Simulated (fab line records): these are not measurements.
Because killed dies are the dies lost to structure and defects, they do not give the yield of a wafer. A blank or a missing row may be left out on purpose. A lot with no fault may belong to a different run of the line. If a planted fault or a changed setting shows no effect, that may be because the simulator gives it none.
Struck lot and sound lot, side by side | flow n5-finfet | 37 steps out of a route of 1938
Sound: the wafers L800.2, L800.3, L800.5. The struck wafers were L817.2, L817.3, L817.4. The cause is named last.
At each step with rows: each side's tool, then ch and its chambers, then its first start. Under that, the readings that differ: sound wafers | struck wafers | difference of the means | sigmas: that difference in standard deviations of wafers without a fault.
alike: a reading whose means differ by less than 2 such deviations, as well as words and numbers matching on both sides. not compared: withheld readings; readings where some wafer has no value; bounds like >300 that might hide an equal value; numbers whose values overlap and for which the record gives no deviation.
Wherever a step has rows on one side only, a row that says differs or no value, or a row with sigmas, the two part there. Numbers that have no deviation but don't overlap get no sigmas and don't part them. A reading missing from all wafers of one side parts the sides only when that side holds two or more wafers.

first, 9 steps without rows for these wafers: N5_WELL_APT_COAT_19 (resist thk 950 nm); N5_WELL_APT_EBR_21; N5_WELL_APT_SOFTBAKE_20 (time 60 s); N5_WELL_APT_EXPOSE_22 (exposes mask PWELL, defocus 0 nm, target cd 200 nm); N5_WELL_APT_PEB_23 (peb time 90 s); N5_WELL_APT_DEVELOP_24 (develop time 45 s); N5_WELL_APT_HARDBAKE_29 (time 120 s); N5_WELL_APT_DESCUM_30 (chemistry O2, time 7.9 s); N5_WELL_APT_IMPLANT_31.
N5_WELL_APT_IMPLANT_32:
  sound on implanter-02 ch 0, day 2 09:20; struck on implanter-02 ch 0, day 6 15:49
  reading                   | sound             | struck               | difference | sigmas
  tilt-deg (degrees)        | 0.000 0.002 0.005 | -0.060 -0.030 -0.028 | -0.042     | -2
  model.implant.rp-nm (nm)  | 37.2 37.2 37.2    | 163.3 163.3 163.3    | +126.1     |
  model.implant.drp-nm (nm) | 18.55 18.55 18.55 | 58.41 58.41 58.41    | +39.86     |
  alike: faraday-current-uA
then, 25 steps without rows for these wafers: N5_WELL_APT_STRIP_33 (strips in SPM, time 900 s); N5_WELL_APT_RTA_34 (time 10 s); N5_WELL_APT_OXIDE_STRIP_42 (strips SiO2 in dHF, time 45 s, target depth 12 nm); N5_WELL_APT_PRECLEAN_36 (cleans in O3/DIW, time 45 s); N5_WELL_APT_PRECLEAN_39 (cleans in dHF, time 60 s); N5_WELL_APT_SRD_37 (time 30 s); N5_WELL_APT_EPI_41 (deposits Si from SiH4/H2, target thk 50 nm, time 297.7 s); N5_PMOS_HMC_CHANNEL_EPI_HM_DEP_34 (deposits SiO2 from TEOS/O2, target thk 36 nm, time 6.9 s); N5_PMOS_HMC_CHANNEL_EPI_COAT_31 (time 60 s, resist thk 66 nm); N5_PMOS_HMC_CHANNEL_EPI_COAT_03 (resist thk 205 nm); N5_PMOS_HMC_CHANNEL_EPI_EBR_05; N5_PMOS_HMC_CHANNEL_EPI_SOFTBAKE_04 (time 60 s); N5_PMOS_HMC_CHANNEL_EPI_EXPOSE_06 (exposes mask PMOS HMC BLK, target cd 240 nm); N5_PMOS_HMC_CHANNEL_EPI_PEB_07 (peb time 60 s); N5_PMOS_HMC_CHANNEL_EPI_DEVELOP_08 (develop time 30 s); N5_PMOS_HMC_CHANNEL_EPI_DESCUM_14 (chemistry O2, time 7.9 s); N5_PMOS_HMC_CHANNEL_EPI_ETCH_32 (etches BARC in N2/H2, stops on SiO2, target depth 85.8 nm, time 50.3 s); N5_PMOS_HMC_CHANNEL_EPI_HM_OPEN_15 (chemistry CHF3/O2, target SiO2, target depth 40.6 nm, time 20.3 s); N5_PMOS_HMC_CHANNEL_EPI_STRIP_33 (strips in N2/H2); N5_PMOS_HMC_CHANNEL_EPI_STRIP_17 (strips in SPM, time 750 s); N5_PMOS_HMC_CHANNEL_EPI_ETCH_38 (etches SiO2 in CF4, target depth 1.5 nm); N5_PMOS_HMC_CHANNEL_EPI_FIN_RECESS_16 (chemistry HBr/Cl2, target Si, target depth 54 nm, time 18 s); N5_PMOS_HMC_CHANNEL_EPI_PRECLEAN_36 (cleans in O3/DIW, time 45 s); N5_PMOS_HMC_CHANNEL_EPI_PRECLEAN_18 (cleans in DHF, time 30 s); N5_PMOS_HMC_CHANNEL_EPI_SRD_19 (time 30 s).
-- here the record skips 11 days between the struck wafers' starts before and after, leaving off in module PMOS_HMC_CHANNEL_EPI and picking up in module BEOL_M4 (first step shown: number 1111 of the route) --
N5_BEOL_M4_RC_MEAS_101:
  sound on prober-01 ch 0, day 10 03:59; struck on prober-02 ch 0, day 17 06:13
  reading            | sound             | struck            | difference | sigmas
  CJ_N               | 4.27 4.20 4.25    | 1.94 1.95 1.94    | -2.30      | -24
  DIBL_N (mV/V)      | 36.1 35.6 37.0    | 61.3 62.5 66.4    | +27.2      | +25
  IOFF_N (nA/um)     | 0.144 0.138 0.171 | 2.998 3.247 3.941 | +3.244     | +99 or more
  IOFF_N_85C (nA/um) | 2.9 2.8 3.3       | 36.8 39.0 46.5    | +37.8      | +99 or more
  IOFF_N_LIN (nA/um) | 0.067 0.065 0.076 | 0.246 0.249 0.274 | +0.187     | +25
  ION_N (uA/um)      | 668 668 678       | 711 701 707       | +35        | +4
  RS_PWELL (ohm/sq)  | 2987 2995 2992    | 1887 1894 1896    | -1099      | -42
  SS_N (mV/dec)      | 71.6 71.4 71.3    | 99.0 101.1 105.1  | +30.3      | +54
  VT_N (mV)          | 251.3 252.5 251.1 | 239.0 238.2 240.0 | -12.6      | -5
  VT_N_LVT (mV)      | 101.1 102.1 100.0 | 92.1 92.0 93.2    | -8.6       | -4
  alike: DIBL_P, IOFF_P, ION_P, SS_P, VT_P
-- here the record skips 5 days between the struck wafers' starts before and after, leaving off in module BEOL_M4 and picking up in module PASSIVATION (first step shown: number 1936 of the route) --
N5_PASSIVATION_PROBE_49:
  sound on prober-01, day 14 18:28; struck on prober-01, day 22 05:00
  reading                | sound          | struck            | difference | sigmas
  sort_bin_4_leakage (%) | 0 0 0          | 90.59 92.37 90.59 | +91.18     |
  sort-n-pass            | 1083 1075 1059 | 0 0 0             | -1072      | -71
  sort-yield-pct (%)     | 91.8 91.1 89.7 | 0 0 0             | -91        | -76
  alike: defect-limited-yield, killed_at_M0_to_M3, killed_at_M4_up, killed-at-contacts, killed-at-front-end, killed-at-other, killed-dies, killed-open, killed-short, sort_bin_5_function, sort_bin_6_memory

## WHERE THEY PART
At N5_WELL_APT_IMPLANT_32 first; at N5_PASSIVATION_PROBE_49 last (within this record only).

WHY: what had been put in by the simulator
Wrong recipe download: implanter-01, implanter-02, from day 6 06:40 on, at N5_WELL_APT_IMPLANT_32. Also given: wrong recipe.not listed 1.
